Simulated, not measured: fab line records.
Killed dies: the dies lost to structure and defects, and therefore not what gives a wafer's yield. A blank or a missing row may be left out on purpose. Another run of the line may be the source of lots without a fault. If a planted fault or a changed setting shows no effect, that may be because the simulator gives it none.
fab line records	flow nand-harc	part 2 of 2: steps 29 to 38 of 38
record: lots: 5	wafers: 15	last-day: 33
route steps=1302 shown P_STI@100 P_GATE@110
lots that met no fault: taken from a fault-free run of the same line
start-h: hours from the record's opening day to when the first of the lot's shown wafers began	wait-h: hours elapsed since this lot's preceding step	" the same as in the row above	L1.1+2: a single row standing in for several wafers	- no value, or no start given	* or withheld: withheld	< > ~ a bound
route shown NAME@n: a module of which the file shows steps, and the number in the route of the first	usual: mean and standard deviation over wafers with no fault	same: alike in all rows	chamber/n: place in a boat	sites: readings site by site	_std_site: the standard deviation of these	_edge_site: mean of outer sites minus mean of inner sites	radius-mm: for every site, how far away it sits from the centre of the wafer	mask NAME#n: copy n	behind: the last tool/chamber to shape the wafer	hold: what put the lot on hold/how long, in hours/how the hold closed	device: transistor that didn't switch, given as n, p or np	end of line: at the end of the route, the tests of the same wafers	where a step has no rows: the recipe by itself	killed: count of dies lost to structure and defects at first sort (not the wafer's yield)	map: shows each die of a wafer: x if killed, . if not, _ if none is there
set.NAME: the run value of the setting; set.NAME@STEP: its run value at that earlier step	model.NAME: the simulator's own value behind a step, which no gauge read
lots at selected steps of the route; one table per step, one row per wafer
services: from which hour (start-h, from the record's first day; less than 0 if before it) a tool's chamber was out of use, for how many hours, and why
== steps ==
step: NHARC_P_GATE_OXIDE_16
recipe: target-thk-a: 30	temp-c: 875	ox-time-s: 392	material: SiO2
usual: zone-power-bottom-pct: 27.4/1.7	zone-power-lower-pct: 17.0/0.84
lot.wafer	tool	chamber	start-h	wait-h	zone-power-bottom-pct	zone-power-lower-pct
L087.3	furnace-07	0	211.14	-	28.8	17.2
L087.5	"	0	"	"	29.7	16.8
L087.6	"	0	"	"	28.8	17.1
L089.4	furnace-02	0	234.92	-	28.4	18.3
L089.5	"	0	"	"	28.7	18.2
L089.6	"	0	"	"	28.6	18.4
L090.2	furnace-02	0	241.39	-	28.7	18.2
L090.3	"	0	"	"	28.6	18.1
L090.4	"	0	"	"	29.0	18.1
L091.1	furnace-02	0	252.08	-	28.4	17.9
L091.3	"	0	"	"	28.8	18.0
L091.4	"	0	"	"	28.8	17.9
L097.1	furnace-02	0	318.18	-	28.5	18.0
L097.3	"	0	"	"	28.6	17.9
L097.5	"	0	"	"	28.6	18.1
step: NHARC_P_GATE_CVD_17
recipe: target-thk-a: 1500	temp-c: 620	time-s: 900	material: poly-Si
usual: zone-power-bottom-pct: 11.8/0.77	zone-power-lower-pct: 8.2/0.73
same: time-s: 900
lot.wafer	tool	chamber	start-h	wait-h	zone-power-bottom-pct	zone-power-lower-pct
L087.3	lpcvd-poly-03	0	217.30	2.6	11.3	7.7
L087.5	"	0	"	"	11.3	7.6
L087.6	"	0	"	"	11.2	7.7
L089.4	lpcvd-poly-02	0	240.97	2.5	12.8	9.4
L089.5	"	0	"	"	13.0	9.3
L089.6	"	0	"	"	12.5	9.3
L090.2	lpcvd-poly-03	0	247.59	2.6	11.4	7.5
L090.3	"	0	"	"	11.3	7.6
L090.4	"	0	"	"	11.4	7.5
L091.1	lpcvd-poly-02	0	259.41	3.7	12.9	9.2
L091.3	"	0	"	"	13.0	9.2
L091.4	"	0	"	"	13.0	9.2
L097.1	lpcvd-poly-03	0	324.33	2.6	11.3	7.6
L097.3	"	0	"	"	11.3	7.7
L097.5	"	0	"	"	11.3	7.5
step: NHARC_P_GATE_HM_DEP_102
recipe: target-thk-a: 1200	temp-c: 400	material: aC
usual: throttle-valve-pct: 35.000/0.0095
lot.wafer	tool	chamber	start-h	wait-h	throttle-valve-pct
L087.3	acl-dep-03	0	220.92	1.4	34.998
L087.5	"	0	"	"	35.004
L087.6	"	0	"	"	35.002
L089.4	acl-dep-03	0	243.88	0.7	35.012
L089.5	"	0	"	"	34.994
L089.6	"	0	"	"	35.004
L090.2	acl-dep-01	0	250.32	0.5	34.991
L090.3	"	0	"	"	35.020
L090.4	"	0	"	"	35.006
L091.1	acl-dep-02	0	262.00	0.4	34.990
L091.3	"	0	"	"	34.988
L091.4	"	0	"	"	35.009
L097.1	acl-dep-02	0	328.27	1.7	34.998
L097.3	"	0	"	"	35.018
L097.5	"	0	"	"	35.019
step: NHARC_P_GATE_DEP_103
recipe: target-thk-a: 300	target-thk-nm: 30	temp-c: 400	flow-sccm: 200	rf-w: 350	material: SiON
usual: heater-power-w: 733/81
lot.wafer	tool	chamber	start-h	wait-h	heater-power-w
L087.3	pecvd-04	2	221.42	0.4	831
L087.6	"	1	"	"	728
L087.5	"	2	"	"	812
L089.4	pecvd-03	2	244.36	0.4	562
L089.5	"	0	"	"	792
L089.6	"	1	"	"	786
L090.2	pecvd-04	1	250.87	0.4	723
L090.3	"	2	"	"	718
L090.4	"	1	"	"	723
L091.1	pecvd-04	0	262.66	0.6	707
L091.3	"	2	"	"	856
L091.4	"	2	"	"	882
L097.1	pecvd-03	2	328.93	0.6	657
L097.3	"	1	"	"	796
L097.5	"	0	"	"	803
step: NHARC_P_GATE_DEHYDRATE_18
recipe: temp-c: 150	time-s: 120
usual: chill-plate-temp-C: 22.96/0.12	exhaust-pa: 45.1/0.93
same: time-s: 120
lot.wafer	tool	chamber	start-h	wait-h	chill-plate-temp-C	exhaust-pa
L087.3	litho-track-01	0	221.67	0.2	23.01	46.1
L087.5	"	0	"	"	23.04	46.3
L087.6	"	0	"	"	22.98	45.5
L089.4	litho-track-06	0	244.54	0.2	22.86	45.7
L089.5	"	0	"	"	22.76	45.2
L089.6	"	0	"	"	22.73	45.0
L090.2	litho-track-01	0	251.14	0.2	22.91	46.8
L090.3	"	0	"	"	23.06	45.9
L090.4	"	0	"	"	22.90	46.2
L091.1	litho-track-04	0	262.93	0.2	23.09	45.1
L091.3	"	0	"	"	22.92	44.3
L091.4	"	0	"	"	22.99	44.5
L097.1	litho-track-04	0	329.20	0.2	22.85	46.1
L097.3	"	0	"	"	22.98	45.9
L097.5	"	0	"	"	22.95	45.7
step: NHARC_P_GATE_HMDS_19
recipe: time-s: 30
usual: chill-plate-temp-C: 22.98/0.1	exhaust-pa: 44.9/0.84
same: time-s: 30
lot.wafer	tool	chamber	start-h	wait-h	chill-plate-temp-C	exhaust-pa
L087.3	litho-track-01	0	-	-	23.02	43.3
L087.5	"	0	"	"	23.15	44.1
L087.6	"	0	"	"	22.92	43.9
L089.4	litho-track-06	0	-	-	22.83	44.1
L089.5	"	0	"	"	22.94	45.1
L089.6	"	0	"	"	23.00	44.6
L090.2	litho-track-01	0	-	-	23.03	43.2
L090.3	"	0	"	"	23.02	43.9
L090.4	"	0	"	"	23.08	44.2
L091.1	litho-track-04	0	-	-	22.89	45.2
L091.3	"	0	"	"	22.95	44.1
L091.4	"	0	"	"	22.92	45.7
L097.1	litho-track-04	0	-	-	23.05	45.1
L097.3	"	0	"	"	23.00	45.5
L097.5	"	0	"	"	23.01	45.8
step: NHARC_P_GATE_COAT_20
recipe: spin-rpm: 1500	resist-thk-nm: 90
usual: chill-plate-temp-C: 22.97/0.11	exhaust-pa: 45.1/1
lot.wafer	tool	chamber	start-h	wait-h	chill-plate-temp-C	exhaust-pa
L087.3	litho-track-01	0	-	-	22.99	43.7
L087.5	"	0	"	"	22.97	43.2
L087.6	"	0	"	"	22.89	43.8
L089.4	litho-track-06	0	-	-	22.80	46.1
L089.5	"	0	"	"	22.75	46.1
L089.6	"	0	"	"	22.78	45.5
L090.2	litho-track-01	0	-	-	23.00	47.2
L090.3	"	0	"	"	22.98	46.2
L090.4	"	0	"	"	22.94	46.4
L091.1	litho-track-04	0	-	-	23.01	44.7
L091.3	"	0	"	"	22.94	44.8
L091.4	"	0	"	"	22.96	45.1
L097.1	litho-track-04	0	-	-	22.93	45.5
L097.3	"	0	"	"	22.85	45.1
L097.5	"	0	"	"	22.90	47.1
step: NHARC_P_GATE_SOFTBAKE_21
recipe: temp-c: 105	time-s: 55
usual: chill-plate-temp-C: 23.03/0.11	exhaust-pa: 44.9/0.91
same: time-s: 55
lot.wafer	tool	chamber	start-h	wait-h	chill-plate-temp-C	exhaust-pa
L087.3	litho-track-01	0	-	-	23.09	43.8
L087.5	"	0	"	"	22.84	45.0
L087.6	"	0	"	"	22.92	43.8
L089.4	litho-track-06	0	-	-	23.11	44.2
L089.5	"	0	"	"	22.91	44.7
L089.6	"	0	"	"	23.11	43.8
L090.2	litho-track-01	0	-	-	23.07	44.2
L090.3	"	0	"	"	22.92	44.1
L090.4	"	0	"	"	22.98	45.7
L091.1	litho-track-04	0	-	-	22.95	45.3
L091.3	"	0	"	"	23.09	43.1
L091.4	"	0	"	"	23.23	45.2
L097.1	litho-track-04	0	-	-	23.06	45.3
L097.3	"	0	"	"	22.95	45.4
L097.5	"	0	"	"	22.81	45.7
step: NHARC_P_GATE_EBR_22
usual: chill-plate-temp-C: 22.99/0.1	exhaust-pa: 45.1/0.92
lot.wafer	tool	chamber	start-h	wait-h	chill-plate-temp-C	exhaust-pa
L087.3	litho-track-01	0	-	-	23.06	45.0
L087.5	"	0	"	"	23.04	44.8
L087.6	"	0	"	"	22.96	44.6
L089.4	litho-track-06	0	-	-	22.87	44.7
L089.5	"	0	"	"	22.98	43.9
L089.6	"	0	"	"	23.15	43.7
L090.2	litho-track-01	0	-	-	22.95	45.8
L090.3	"	0	"	"	23.04	46.5
L090.4	"	0	"	"	22.83	45.5
L091.1	litho-track-04	0	-	-	23.01	45.4
L091.3	"	0	"	"	23.01	43.6
L091.4	"	0	"	"	23.11	45.7
L097.1	litho-track-04	0	-	-	23.01	44.7
L097.3	"	0	"	"	23.12	44.0
L097.5	"	0	"	"	22.98	43.9
step: NHARC_P_GATE_EXPOSE_23
recipe: na: 1.35	target-cd-nm: 120	dose-mj: 93.91	mask-id: P_GATE
usual: reticle-temp-C: 23.01/0.095
lot.wafer	tool	chamber	start-h	wait-h	mask	reticle-temp-C
L087.3	arfi-scanner-01	0	221.82	-	P_GATE#0	23.05
L087.5	"	0	"	"	P_GATE#0	22.95
L087.6	"	0	"	"	P_GATE#0	22.82
L089.4	arfi-scanner-02	0	244.83	-	P_GATE#0	23.07
L089.5	"	0	"	"	P_GATE#0	23.01
L089.6	"	0	"	"	P_GATE#0	23.02
L090.2	arfi-scanner-02	0	251.29	-	P_GATE#0	23.27
L090.3	"	0	"	"	P_GATE#0	23.04
L090.4	"	0	"	"	P_GATE#0	23.13
L091.1	arfi-scanner-02	0	263.08	-	P_GATE#0	22.94
L091.3	"	0	"	"	P_GATE#0	23.00
L091.4	"	0	"	"	P_GATE#0	22.98
L097.1	arfi-scanner-01	0	329.46	-	P_GATE#0	22.96
L097.3	"	0	"	"	P_GATE#0	23.02
L097.5	"	0	"	"	P_GATE#0	23.13
== services ==
tool	chamber	start-h	hours	kind
arfi-scanner-02	-	170.41	15.5	repair
pecvd-03	2	176.66	13.6	repair
wet-bench-09	-	176.80	8.0	pm
wet-bench-03	-	178.47	7.8	repair
litho-track-06	-	179.00	7.0	pm
rie-diel-03	0	181.59	8.4	repair
krf-scanner-04	-	182.00	4.0	pm
rie-diel-05	0	182.38	3.2	repair
pecvd-03	-	185.00	13.0	pm
cmp-01	-	185.57	4.0	pm
litho-track-04	-	203.00	7.0	pm
wet-bench-03	-	210.40	8.0	pm
rie-diel-05	-	229.62	9.0	pm
wet-bench-02	-	244.00	8.0	pm
litho-track-07	-	251.02	7.0	pm
wet-bench-05	-	260.80	8.0	pm
litho-track-03	-	275.00	7.0	pm
wet-bench-01	-	277.61	8.0	pm
pecvd-04	-	284.95	13.0	pm
litho-track-05	-	299.00	7.0	pm
furnace-03	-	299.39	26.0	pm
wet-bench-03	-	304.17	6.9	repair
arfi-scanner-02	-	312.00	4.0	pm
wet-bench-09	-	328.37	1.5	repair
